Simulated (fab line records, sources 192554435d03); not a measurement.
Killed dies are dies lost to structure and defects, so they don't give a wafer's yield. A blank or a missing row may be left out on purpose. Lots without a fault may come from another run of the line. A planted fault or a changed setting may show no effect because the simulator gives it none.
fab line records | flow n5_finfet
record lots=7 wafers=21
route steps=1938 shown BEOL_M9@1401 BEOL_M10@1494 BEOL_M11@1579 BEOL_M12@1639 BEOL_M13@1710 BEOL_M14@1722
start_h: hours from the record's first day to the start of the lot's first wafer shown | wait_h: hours since the lot's step before | " the same as in the row above | L1.1+2: a row that stands for several wafers | - no value, or no start given | * or withheld: withheld | < > ~ a bound
route shown NAME@n: a module of which the file shows steps, and the number in the route of the first | usual: mean/standard deviation of fault-free wafers | same: alike in all rows | chamber/n: place in a boat | sites: the reading at each site | _std_site: their standard deviation | _edge_site: outer sites' mean less inner sites' | radius_mm: how far each site lies from the wafer's centre | mask NAME#n: copy n | behind: the tool/chamber that last shaped the wafer | hold: why the lot was held/for how many hours/how that ended | device: the transistor (n, p or np) that didn't switch | end of line: the same wafers' tests at the end of the route | a step without rows: its recipe alone | killed: dies lost to structure and defects at the first sort, not the wafer's yield | map: a wafer's dies, x killed, . not, _ none there
set.NAME: the setting as run; set.NAME@STEP: as run at that earlier step | model.NAME: the simulator's own value behind a step, which no gauge read
lots whose settings were changed on purpose; a table a step, a row a wafer
## steps
# step N5_BEOL_M9_ILD_DEP_00
# recipe material=SiCOH_lowk target_thk_a=3085.1 temp_c=300 precursor=DEMS/porogen pressure_torr=5 rf_w=500 time_s=58
# columns lot.wafer tool chamber start_h wait_h set.time_s model.SiCOH_lowk_of_BEOL_M9_ILD_DEP_00.thk_nm
L077.3 pecvd-03 2 245.22 0.0 58 308.6
L077.5 " 2 " " 58 312
L077.6 " 0 " " 64.03 352.6
L079.4 pecvd-03 2 247.45 0.1 58 314.8
L079.5 " 1 " " 58 311.4
L079.6 " 0 " " 58 316.4
L080.4 pecvd-03 0 251.39 0.1 58 314.4
L080.5 " 2 " " 65.44 350.8
L080.6 " 1 " " 65.44 350
L084.2 pecvd-02 0 288.14 0.0 58 309.8
L084.3 " 1 " " 58 309.4
L084.6 " 0 " " 51.34 281.2
L087.1 pecvd-02 1 304.98 0.0 58 310.6
L087.3 " 0 " " 58 306.6
L087.6 " 0 " " 58 312
L085.2 pecvd-03 1 305.70 0.0 58 305.6
L085.3 " 2 " " 62.19 327.4
L085.5 " 2 " " 62.19 332.6
L097.1 pecvd-04 2 382.91 0.0 58 305.8
L097.3 " 1 " " 63.57 339
L097.5 " 2 " " 63.57 341.2
# step N5_BEOL_M9_CURE_71
# recipe temp_c=385 time_s=240 ambient=He/Ar material=SiCOH_lowk
# columns lot.wafer tool chamber start_h wait_h set.time_s@BEOL_M9_ILD_DEP_00 model.SiCOH_lowk_of_BEOL_M9_ILD_DEP_00.thk_nm
L077.3 uv_cure-01 0 245.52 0.3 58 268.2
L077.5 " 0 " " 58 271
L077.6 " 0 " " 64.03 307
L079.4 uv_cure-02 1 247.74 0.3 58 273.6
L079.5 " 1 " " 58 270.6
L079.6 " 1 " " 58 274.8
L080.4 uv_cure-01 1 251.92 0.5 58 273.2
L080.5 " 1 " " 65.44 305.6
L080.6 " 1 " " 65.44 304.8
L084.2 uv_cure-03 2 288.30 0.1 58 269
L084.3 " 2 " " 58 268.8
L084.6 " 2 " " 51.34 243.8
L087.1 uv_cure-03 2 305.06 0.0 58 269.8
L087.3 " 2 " " 58 266.4
L087.6 " 2 " " 58 271.2
L085.2 uv_cure-02 2 305.86 0.1 58 265.4
L085.3 " 2 " " 62.19 284.6
L085.5 " 2 " " 62.19 289.4
L097.1 uv_cure-01 0 382.99 0.0 58 265.6
L097.3 " 0 " " 63.57 295
L097.5 " 0 " " 63.57 297
# step N5_BEOL_M9_THK_MEAS_01
# recipe reads=SiCOH_lowk_of_BEOL_M9_ILD_DEP_00
# usual M9_ILD_THK=270/3.8
# columns lot.wafer tool chamber start_h wait_h set.time_s@BEOL_M9_ILD_DEP_00 M9_ILD_THK[nm]
L077.3 film_metro-02 - 245.87 0.3 58 268
L077.5 " - " " 58 271
L077.6 " - " " 64.03 307
L079.4 film_metro-02 - 248.02 0.2 58 274
L079.5 " - " " 58 271
L079.6 " - " " 58 275
L080.4 film_metro-01 - 252.44 0.4 58 273
L080.5 " - " " 65.44 306
L080.6 " - " " 65.44 305
L084.2 film_metro-01 - 288.74 0.4 58 269
L084.3 " - " " 58 269
L084.6 " - " " 51.34 244
L087.1 film_metro-01 - 305.57 0.4 58 270
L087.3 " - " " 58 266
L087.6 " - " " 58 271
L085.2 film_metro-01 - 306.29 0.4 58 265
L085.3 " - " " 62.19 285
L085.5 " - " " 62.19 289
L097.1 film_metro-02 - 383.50 0.4 58 266
L097.3 " - " " 63.57 295
L097.5 " - " " 63.57 297
# step N5_BEOL_M9_COAT_22
# recipe resist=CAR-EUV spin_rpm=1500 resist_thk_nm=30
# columns lot.wafer tool chamber start_h wait_h set.spin_rpm model.CAR-EUV_of_BEOL_M9_COAT_22.thk_nm
L077.3+5 litho_track-05 0 - - 1500 30
L077.6 " 0 " " 1366 31.2
L079.4+6 litho_track-02 0 - - 1500 29.8
L079.5 " 0 " " 1500 30
L080.4+5 litho_track-03 0 - - 1500 30
L080.6 " 0 " " 1651 28.6
L084.2+3 litho_track-05 0 - - 1500 30
L084.6 " 0 " " 1349 31.6
L087.1 litho_track-02 0 - - 1500 29.8
L087.3 " 0 " " 1500 30
L087.6 " 0 " " 1362 31.4
L085.2 litho_track-05 0 - - 1500 29.8
L085.3+5 " 0 " " 1500 30
L097.1+5 litho_track-03 0 - - 1579 29.2
L097.3 " 0 " " 1579 29.4
# step N5_BEOL_M10_COAT_63
# recipe resist=SOC temp_c=250 time_s=60 spin_rpm=1500 resist_thk_nm=100
# columns lot.wafer tool chamber start_h wait_h set.spin_rpm model.SOC_of_BEOL_M10_COAT_63.thk_nm
L077.3 litho_track-01 0 259.99 0.1 1633 95.4
L077.5 " 0 " " 1500 100
L077.6 " 0 " " 1633 95.6
L079.4 litho_track-04 0 263.40 3.1 1500 100
L079.5+6 " 0 " " 1500 100.2
L080.4 litho_track-04 0 265.57 0.0 1500 100.8
L080.5 " 0 " " 1665 95.8
L080.6 " 0 " " 1500 101.4
L084.2 litho_track-01 0 300.51 2.8 1500 99.6
L084.3 " 0 " " 1573 97.4
L084.6 " 0 " " 1500 99.4
L087.1 litho_track-05 0 316.80 1.2 1500 99.8
L087.3 " 0 " " 1444 101.6
L087.6 " 0 " " 1500 100
L085.2 litho_track-05 0 319.48 0.2 1595 96.8
L085.3 " 0 " " 1500 99.6
L085.5 " 0 " " 1500 99.4
L097.1+5 litho_track-05 0 398.07 2.3 1500 100.4
L097.3 " 0 " " 1500 100.6
# step N5_BEOL_M10_PEB_26
# recipe peb_temp_c=withheld peb_time_s=60 resist=CAR-ArF
# columns lot.wafer tool chamber start_h wait_h set.peb_time_s
L077.3 litho_track-04 0 260.17 0.0 46.7
L077.5+6 " 0 " " 60
L079.4+5+6 litho_track-05 0 263.58 0.0 60
L080.4+5+6 litho_track-01 0 265.75 0.0 60
L084.2+6 litho_track-01 0 300.69 0.1 60
L084.3 " 0 " " 52.63
L087.1+3+6 litho_track-05 0 316.98 0.1 60
L085.2+3+5 litho_track-01 0 319.87 0.1 60
L097.1+3+5 litho_track-04 0 398.41 0.1 60
# step N5_BEOL_M10_DEVELOP_27
# recipe develop_time_s=30 developer=TMAH resist=CAR-ArF rinse_liquid=diw dry=air_spin dev_temp_c=23
# step N5_BEOL_M10_CD_MEAS_28
# recipe target_cd_nm=70 landing_energy_ev=500 detector=se_inlens polarity=opening
# usual cd_nm=70.5/1.5
# columns lot.wafer tool chamber start_h wait_h set.peb_time_s@BEOL_M10_PEB_26 cd_nm
L077.3 cd_sem-02 0 260.24 - 46.7 53.9
L077.5 " 0 " " 60 68.0
L077.6 " 0 " " 60 69.8
L079.4 cd_sem-01 0 263.65 - 60 71.0
L079.5 " 0 " " 60 69.6
L079.6 " 0 " " 60 70.8
L080.4 cd_sem-02 0 265.82 - 60 68.8
L080.5 " 0 " " 60 72.5
L080.6 " 0 " " 60 69.3
L084.2 cd_sem-01 0 300.76 - 60 69.4
L084.3 " 0 " " 52.63 65.2
L084.6 " 0 " " 60 73.5
L087.1 cd_sem-02 0 317.04 - 60 69.4
L087.3 " 0 " " 60 70.1
L087.6 " 0 " " 60 69.8
L085.2 cd_sem-02 0 319.94 - 60 73.8
L085.3 " 0 " " 60 69.9
L085.5 " 0 " " 60 71.1
L097.1 cd_sem-02 0 398.48 - 60 72.0
L097.3 " 0 " " 60 70.9
L097.5 " 0 " " 60 70.0
# step N5_BEOL_M10_DESCUM_33
# recipe chemistry=O2 time_s=7.9 source_power_w=50 bias_power_w=20 pressure_mtorr=20 rf_frequency_hz=2.712e+07 temp_c=40 resist=CAR-ArF o2_flow_sccm=225
# step N5_BEOL_M10_ETCH_65
# recipe chemistry=CF4 target=SiARC target_depth_a=390 mask_material=CAR-ArF time_s=65 ion_energy_ev=80 pressure_mtorr=40 source_w=545 bias_w=36 Ar_flow_sccm=100 cf4_flow_sccm=100 ends=cleared
# step N5_BEOL_M10_ETCH_66
# recipe chemistry=N2/H2 target=SOC target_depth_a=1200 overetch_a=240 mask_material=SiARC temp_c=40 time_s=180 ion_energy_ev=200 pressure_mtorr=30 source_w=840 bias_w=150 n2_flow_sccm=200 h2_flow_sccm=200
# columns lot.wafer tool chamber start_h wait_h set.spin_rpm@BEOL_M10_COAT_63 model.etch.depth_nm
L077.3 rie_diel-05 0 260.41 0.0 1633 95.43
L077.5 " 1 " " 1500 99.98
L077.6 " 0 " " 1633 95.57
L079.4 rie_diel-02 1 263.82 0.0 1500 100
L079.5 " 1 " " 1500 100.2
L079.6 " 0 " " 1500 100.1
L080.4 rie_diel-05 0 265.99 0.0 1500 100.9
L080.5 " 2 " " 1665 95.88
L080.6 " 3 " " 1500 101.4
L084.2 rie_diel-06 1 300.93 0.0 1500 99.63
L084.3 " 3 " " 1573 97.49
L084.6 " 0 " " 1500 99.34
L087.1 rie_diel-02 2 317.23 0.0 1500 99.82
L087.3 " 0 " " 1444 101.5
L087.6 " 2 " " 1500 99.98
L085.2 rie_diel-02 3 320.25 0.0 1595 96.86
L085.3 " 2 " " 1500 99.7
L085.5 " 1 " " 1500 99.34
L097.1 rie_diel-06 1 398.65 0.0 1500 100.3
L097.3 " 3 " " 1500 100.7
L097.5 " 1 " " 1500 100.5
# step N5_BEOL_M11_ETCH_41
# recipe chemistry=CH3F/O2 target=SiCN target_depth_a=426 taper_deg=2 time_s=86 ion_energy_ev=120 mask_material=TiN pressure_mtorr=30 source_w=395 bias_w=75 Ar_flow_sccm=150 CH3F_flow_sccm=30 O2_flow_sccm=20
# columns lot.wafer tool chamber start_h wait_h set.time_s model.etch.depth_nm
L077.3 rie_diel-01 3 - - 94.85 37.33
L077.5 " 1 " " 86 31.4
L077.6 " 2 " " 94.85 35.62
L079.4 rie_diel-01 3 - - 86 33.75
L079.5 " 3 " " 86 34
L079.6 " 2 " " 86 32.27
L080.4 rie_diel-01 0 - - 68.04 26.4
L080.5 " 2 " " 68.04 25.44
L080.6 " 1 " " 86 31.42
L084.2 rie_diel-03 2 - - 86 32.66
L084.3 " 0 " " 86 32.84
L084.6 " 0 " " 103.6 39.64
L087.1 rie_diel-04 1 - - 86 32.5
L087.3 " 3 " " 69.28 26.72
L087.6 " 1 " " 69.28 26.07
L085.2 rie_diel-01 3 - - 78.75 31.23
L085.3 " 2 " " 86 32.74
L085.5 " 2 " " 78.75 30.28
L097.1+5 rie_diel-03 2 - - 86 32.92
L097.3 " 1 " " 86 32.94
# step N5_BEOL_M12_TRENCH_ETCH_34
# recipe chemistry=C4F8/O2/Ar target=SiOC target_depth_a=3189.5 mask_material=SOC pressure_mtorr=30 source_w=3000 bias_w=700 Ar_flow_sccm=400 C4F8_flow_sccm=15 O2_flow_sccm=8 he_inner_torr=15 he_outer_torr=30 time_s=125.5 ion_energy_ev=250
# columns lot.wafer tool chamber start_h wait_h set.time_s model.etch.depth_nm
L077.3 rie_diel-05 2 274.87 0.0 125.5 317.3
L077.5 " 2 " " 125.5 314.9
L077.6 " 3 " " 125.5 319
L079.4 rie_diel-06 1 275.59 0.0 125.5 318.8
L079.5 " 3 " " 125.5 316.5
L079.6 " 0 " " 125.5 312.2
L080.4 rie_diel-05 0 279.37 0.0 112 282.2
L080.5 " 2 " " 125.5 316.6
L080.6 " 1 " " 112 285.2
L084.2 rie_diel-02 1 314.34 0.0 125.5 312.6
L084.3 " 3 " " 149.2 380.4
L084.6 " 1 " " 149.2 372.1
L087.1 rie_diel-06 2 338.42 0.0 125.5 323.8
L087.3 " 0 " " 125.5 314.7
L087.6 " 0 " " 125.5 316.1
L085.2 rie_diel-05 0 340.08 0.0 125.5 321.5
L085.3 " 1 " " 125.5 320.2
L085.5 " 2 " " 152.3 386.2
L097.1 rie_diel-06 3 410.51 0.0 106.8 264.7
L097.3 " 1 " " 106.8 275.4
L097.5 " 1 " " 125.5 320.7
# step N5_BEOL_M12_STRIP_70
# recipe chemistry=C4F8/O2/Ar resist=SiARC rf_frequency_hz=6e+07
# step N5_BEOL_M12_OCD_MEAS_35
# usual trench_depth_nm=319/4.2
# columns lot.wafer tool chamber start_h wait_h set.time_s@BEOL_M12_TRENCH_ETCH_34 trench_depth_nm
L077.3 ocd-02 - 275.03 0.0 125.5 318
L077.5 " - " " 125.5 315
L077.6 " - " " 125.5 318
L079.4 ocd-02 - 275.75 0.0 125.5 319
L079.5 " - " " 125.5 316
L079.6 " - " " 125.5 312
L080.4 ocd-01 - 279.53 0.0 112 283
L080.5 " - " " 125.5 317
L080.6 " - " " 112 285
L084.2 ocd-02 - 314.49 0.0 125.5 313
L084.3 " - " " 149.2 381
L084.6 " - " " 149.2 372
L087.1 ocd-02 - 338.57 0.0 125.5 323
L087.3 " - " " 125.5 315
L087.6 " - " " 125.5 316
L085.2 ocd-02 - 340.23 0.0 125.5 321
L085.3 " - " " 125.5 320
L085.5 " - " " 152.3 386
L097.1 ocd-02 - 410.66 0.0 106.8 264
L097.3 " - " " 106.8 276
L097.5 " - " " 125.5 321
# step N5_BEOL_M12_SPUTTER_45
# recipe material=Cu target_thk_a=800 temp_c=-20 bias_v=60 power_w=26000 chamber_pressure_pa=0.13 time_s=13.33
# columns lot.wafer tool chamber start_h wait_h set.time_s
L077.3+6 pvd_sputter-02 - 276.76 0.0 13.33
L077.5 " - " " 11.77
L079.4+5+6 pvd_sputter-03 - 278.32 0.0 13.33
L080.4 pvd_sputter-01 - 283.76 0.0 13.33
L080.5+6 " - " " 12.64
L084.2 pvd_sputter-03 - 315.24 0.0 12.03
L084.3+6 " - " " 13.33
L087.1+3 pvd_sputter-01 - 340.60 0.0 13.33
L087.6 " - " " 11.95
L085.2+3+5 pvd_sputter-01 - 341.32 0.0 13.33
L097.1+5 pvd_sputter-03 - 411.91 0.0 13.33
L097.3 " - " " 14.77
# step N5_BEOL_M12_ECD_47
# recipe material=Cu target_thk_a=7200
# step N5_BEOL_M12_ANNEAL_48
# recipe temp_c=225 time_s=90 ambient=N2
# step N5_BEOL_M12_CMP_49
# recipe stop_on=SiOC t_overpolish_s=20.6 down_force_psi=1 platen_rpm=50 clearing_platen_down_force_psi=1.5 clearing_platen_rpm=50 post_cmp_clean=cu_alkaline target_thk_nm=320 clearing_platen_pad_velocity_m_s=0.99484 pad_velocity_m_s=0.99484
# columns lot.wafer tool chamber start_h wait_h set.time_s@BEOL_M12_TRENCH_ETCH_34 model.Cu_of_BEOL_M12_ECD_47.thk_nm
L077.3 cmp-03 3 277.39 0.2 125.5 318.8
L077.6 " 1 " " 125.5 320
L077.5 " 2 " " 125.5 -
L079.4 cmp-04 2 278.93 0.2 125.5 320.8
L079.6 " 1 " " 125.5 314.6
L079.5 " 2 " " 125.5 315.8
L080.4 cmp-02 2 285.44 0.2 112 283
L080.6 " 1 " " 112 -
L080.5 " 2 " " 125.5 -
L084.2 cmp-02 0 315.96 0.3 125.5 -
L084.3 " 1 " " 149.2 381.8
L084.6 " 0 " " 149.2 374.2
L087.3 cmp-04 3 341.49 0.2 125.5 314.8
L087.1 " 1 " " 125.5 325.8
L087.6 " 2 " " 125.5 -
L085.2 cmp-04 1 341.88 0.2 125.5 323.2
L085.3 " 2 " " 125.5 320.2
L085.5 " 2 " " 152.3 386.8
L097.3 cmp-02 2 412.54 0.2 106.8 -
L097.1 " 3 " " 106.8 266
L097.5 " 1 " " 125.5 323
# step N5_BEOL_M12_PRE_CLEAN_52
# recipe gas=NH3 time_s=15 temp_c=withheld rf_power_w=300
# step N5_BEOL_M12_DEP_53
# recipe material=SiCN target_thk_a=300 temp_c=withheld precursor=3MS/NH3 pressure_torr=3 rf_w=675 time_s=10.5
# step N5_BEOL_M12_RS_MEAS_54
# recipe thk_meas_gauge=four-point-probe reads=Cu_of_BEOL_M12_ECD_47+Ta_of_BEOL_M12_SPUTTER_44+TaN_of_BEOL_M12_SPUTTER_43
# usual M12_RS=0.0601/0.00091
# columns lot.wafer tool chamber start_h wait_h set.time_s@BEOL_M12_TRENCH_ETCH_34 M12_RS[ohm/sq]
L077.3 film_metro-01 - 277.74 0.0 125.5 0.0601
L077.5 " - " " 125.5 0.0609
L077.6 " - " " 125.5 0.0600
L079.4 film_metro-01 - 279.31 0.0 125.5 0.0598
L079.5 " - " " 125.5 0.0608
L079.6 " - " " 125.5 0.0610
L080.4 film_metro-02 - 285.82 0.0 112 0.0682
L080.5 " - " " 125.5 0.0601
L080.6 " - " " 112 0.0678
L084.2 film_metro-02 - 316.34 0.0 125.5 0.0611
L084.3 " - " " 149.2 0.0499
L084.6 " - " " 149.2 0.0510
L087.1 film_metro-02 - 341.87 0.0 125.5 0.0589
L087.3 " - " " 125.5 0.0610
L087.6 " - " " 125.5 0.0604
L085.2 film_metro-02 - 342.30 0.0 125.5 0.0594
L085.3 " - " " 125.5 0.0598
L085.5 " - " " 152.3 0.0492
L097.1 film_metro-02 - 412.89 0.0 106.8 0.0727
L097.3 " - " " 106.8 0.0693
L097.5 " - " " 125.5 0.0594
# step N5_BEOL_M13_CMP_49
# recipe stop_on=SiOC t_overpolish_s=17.1 down_force_psi=1 platen_rpm=50 clearing_platen_down_force_psi=1.5 clearing_platen_rpm=50 post_cmp_clean=cu_alkaline target_thk_nm=420 clearing_platen_pad_velocity_m_s=0.99484 pad_velocity_m_s=0.99484
# usual barrier_field_endpoint_s=30.1/0.83
# columns lot.wafer tool chamber start_h wait_h set.down_force_psi barrier_field_endpoint_s
L077.3 cmp-04 3 285.67 0.2 1 29.6
L077.5 " 3 " " 0.8147 36.3
L077.6 " 0 " " 1 29.7
L079.4 cmp-01 0 286.06 0.2 1 31.4
L079.5 " 1 " " 1 30.5
L079.6 " 2 " " 1 30.4
L080.4 cmp-01 3 294.32 0.2 1.135 26.4
L080.6 " 0 " " 1.135 27.6
L080.5 " 1 " " 1.135 27.2
L084.3 cmp-02 1 321.38 0.2 1 28.9
L084.2 " 2 " " 1 30.5
L084.6 " 0 " " 1 30.0
L085.3 cmp-01 1 348.74 0.2 1 30.3
L085.2 " 2 " " 1 30.3
L085.5 " 0 " " 1 30.8
L087.3 cmp-04 1 349.21 0.3 0.935 33.4
L087.1 " 0 " " 1 29.9
L087.6 " 2 " " 1 29.8
L097.3 cmp-01 3 419.97 0.2 1 28.9
L097.1 " 1 " " 1 29.6
L097.5 " 3 " " 1 29.1
# step N5_BEOL_M14_EXPOSE_07
# recipe mask_id=V13 na=0.8 source_shape=annular sigma_inner=0.5 sigma_outer=0.8 polarization=unpolarized attpsm_phase_deg=180 dose_mj=57
# columns lot.wafer tool chamber start_h wait_h mask set.dose_mj
L077.3+5 krf_scanner-02 0 286.54 - V13#0 57
L077.6 " 0 " " V13#0 55.23
L079.4+5+6 krf_scanner-01 0 286.89 - V13#0 57
L080.4+5 krf_scanner-01 0 295.04 - V13#0 57
L080.6 " 0 " " V13#0 61.06
L084.2+3 krf_scanner-01 0 322.26 - V13#0 57
L084.6 " 0 " " V13#0 58.34
L085.2+5 krf_scanner-02 0 349.64 - V13#0 54.28
L085.3 " 0 " " V13#0 57
L087.1 krf_scanner-01 0 350.14 - V13#0 57
L087.3+6 " 0 " " V13#0 59.54
L097.1+3 krf_scanner-02 0 420.90 - V13#0 57
L097.5 " 0 " " V13#0 59.73
# step N5_BEOL_M14_PEB_08
# recipe peb_temp_c=130 peb_time_s=90
# step N5_BEOL_M14_DEVELOP_09
# recipe develop_time_s=45 rinse_liquid=diw dry=air_spin dev_temp_c=21
# step N5_BEOL_M14_STRIP_71
# recipe chemistry=post_etch_residue_remover time_s=60 temp_c=25 remover_ph=withheld remover_water_wt_pct=withheld remover_fluoride_wt_pct=withheld
# step N5_BEOL_M14_SRD_72
# recipe time_s=30 temp_c=23 rinse_liquid=diw dry=n2_spin spin_rpm=1500 dry_time_s=30
# step N5_BEOL_M14_CD_MEAS_17
# recipe target_cd_nm=250 polarity=opening
# usual cd_nm=250.8/2.7
# columns lot.wafer tool chamber start_h wait_h set.dose_mj@BEOL_M14_EXPOSE_07 cd_nm
L077.3 cd_sem-01 - 287.67 0.0 57 254.1
L077.5 " - " " 57 252.2
L077.6 " - " " 55.23 247.3
L079.4 cd_sem-02 - 287.89 0.0 57 250.9
L079.5 " - " " 57 247.7
L079.6 " - " " 57 244.7
L080.4 cd_sem-01 - 295.90 0.0 57 252.8
L080.5 " - " " 57 255.3
L080.6 " - " " 61.06 267.8
L084.2 cd_sem-01 - 323.29 0.0 57 247.7
L084.3 " - " " 57 255.2
L084.6 " - " " 58.34 256.4
L085.2 cd_sem-02 - 350.34 0.0 54.28 242.9
L085.3 " - " " 57 246.7
L085.5 " - " " 54.28 240.5
L087.1 cd_sem-02 - 350.84 0.0 57 247.9
L087.3 " - " " 59.54 259.1
L087.6 " - " " 59.54 251.7
L097.1 cd_sem-03 - 421.60 0.0 57 249.0
L097.3 " - " " 57 251.0
L097.5 " - " " 59.73 259.2
## key
split step=N5_BEOL_M9_ILD_DEP_00 setting=time_s stated=58 by=wafer
response step=N5_BEOL_M9_ILD_DEP_00 reading=model.SiCOH_lowk_of_BEOL_M9_ILD_DEP_00.thk_nm change=+3.16 per=1% r=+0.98
response step=N5_BEOL_M9_CURE_71 reading=model.SiCOH_lowk_of_BEOL_M9_ILD_DEP_00.thk_nm change=+2.8 per=1% r=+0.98
response step=N5_BEOL_M9_THK_MEAS_01 reading=M9_ILD_THK change=+2.81 per=1% r=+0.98
split step=N5_BEOL_M9_COAT_22 setting=spin_rpm stated=1500 by=wafer
response step=N5_BEOL_M9_COAT_22 reading=model.CAR-EUV_of_BEOL_M9_COAT_22.thk_nm change=-0.149 per=1% r=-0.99
split step=N5_BEOL_M10_COAT_63 setting=spin_rpm stated=1500 by=wafer
response step=N5_BEOL_M10_COAT_63 reading=model.SOC_of_BEOL_M10_COAT_63.thk_nm change=-0.475 per=1% r=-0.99
response step=N5_BEOL_M10_ETCH_66 reading=model.etch.depth_nm change=-0.469 per=1% r=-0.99
split step=N5_BEOL_M10_PEB_26 setting=peb_time_s stated=60 by=wafer
response step=N5_BEOL_M10_CD_MEAS_28 reading=cd_nm change=+0.638 per=1% r=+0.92
split step=N5_BEOL_M11_ETCH_41 setting=time_s stated=86 by=wafer
response step=N5_BEOL_M11_ETCH_41 reading=model.etch.depth_nm change=+0.315 per=1% r=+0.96
split step=N5_BEOL_M12_TRENCH_ETCH_34 setting=time_s stated=125.5 by=wafer
response step=N5_BEOL_M12_TRENCH_ETCH_34 reading=model.etch.depth_nm change=+3.22 per=1% r=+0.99
response step=N5_BEOL_M12_OCD_MEAS_35 reading=trench_depth_nm change=+3.22 per=1% r=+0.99
response step=N5_BEOL_M12_CMP_49 reading=model.Cu_of_BEOL_M12_ECD_47.thk_nm change=+3.26 per=1% r=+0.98
response step=N5_BEOL_M12_RS_MEAS_54 reading=M12_RS change=-0.000592 per=1% r=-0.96
split step=N5_BEOL_M12_SPUTTER_45 setting=time_s stated=13.33 by=wafer
response none clear
split step=N5_BEOL_M13_CMP_49 setting=down_force_psi stated=1 by=wafer
response step=N5_BEOL_M13_CMP_49 reading=barrier_field_endpoint_s change=-0.379 per=1% r=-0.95
split step=N5_BEOL_M14_EXPOSE_07 setting=dose_mj stated=57 by=wafer
response step=N5_BEOL_M14_CD_MEAS_17 reading=cd_nm change=+1.74 per=1% r=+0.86
